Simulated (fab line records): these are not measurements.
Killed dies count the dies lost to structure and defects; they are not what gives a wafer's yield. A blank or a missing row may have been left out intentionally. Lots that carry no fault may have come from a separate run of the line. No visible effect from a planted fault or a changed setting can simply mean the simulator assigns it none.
Matching of chambers	flow n5 finfet	N5_BEOL_M0_SAQP_STRIP_86 on rie diel-02: 4 sister chambers
The step strips in N2/H2. 8 wafers are shown with their chamber, then 7 later ones without.

WAFERS PAIRED WITH THEIR CHAMBERS
wafer	chamber	drypump motor current A (A)	showerhead plenum p Torr (Torr)
L076.4	1	5.6	3.47
L082.1	0	6.5	3.45
L082.2	2	5.1	3.35
L086.1	3	4.9	3.29
L086.2	0	6.5	3.45
L086.4	1	5.6	3.46
L092.1	2	5.2	3.34
L092.2	3	5.0	3.28

WAFERS WHOSE CHAMBER IS MISSING
wafer	drypump motor current A (A)	showerhead plenum p Torr (Torr)
L092.4	6.5	3.44
L096.1	5.6	3.45
L096.2	5.0	3.28
L096.5	5.6	3.45
L097.1	5.2	3.34
L097.2	5.6	3.45
L097.5	5.1	3.34

WHICH CHAMBER EACH ONE RAN IN
wafer	from the rows above	in truth
L092.4	0	0
L096.1	1	1
L096.2	3	3
L096.5	1	1
L097.1	2	2
L097.2	1	1
L097.5	2	2
Correctly placed: 7 of 7. Left unplaced by these rows: 0. Number placed wrongly: 0.
How it was worked out, from the rows above alone: a wafer's distance from a chamber is the root of the sum, over the readings, of the square of ((its reading less the chamber's mean) divided by the reading's scatter). The wafer belongs to the nearest chamber; if the next one is less than 2 further off, it can't be placed. A chamber's mean is the mean of its shown wafers. The scatter: the root of (the sum of the squares of (reading less its chamber's mean) over the shown wafers, divided by (wafers less chambers)).
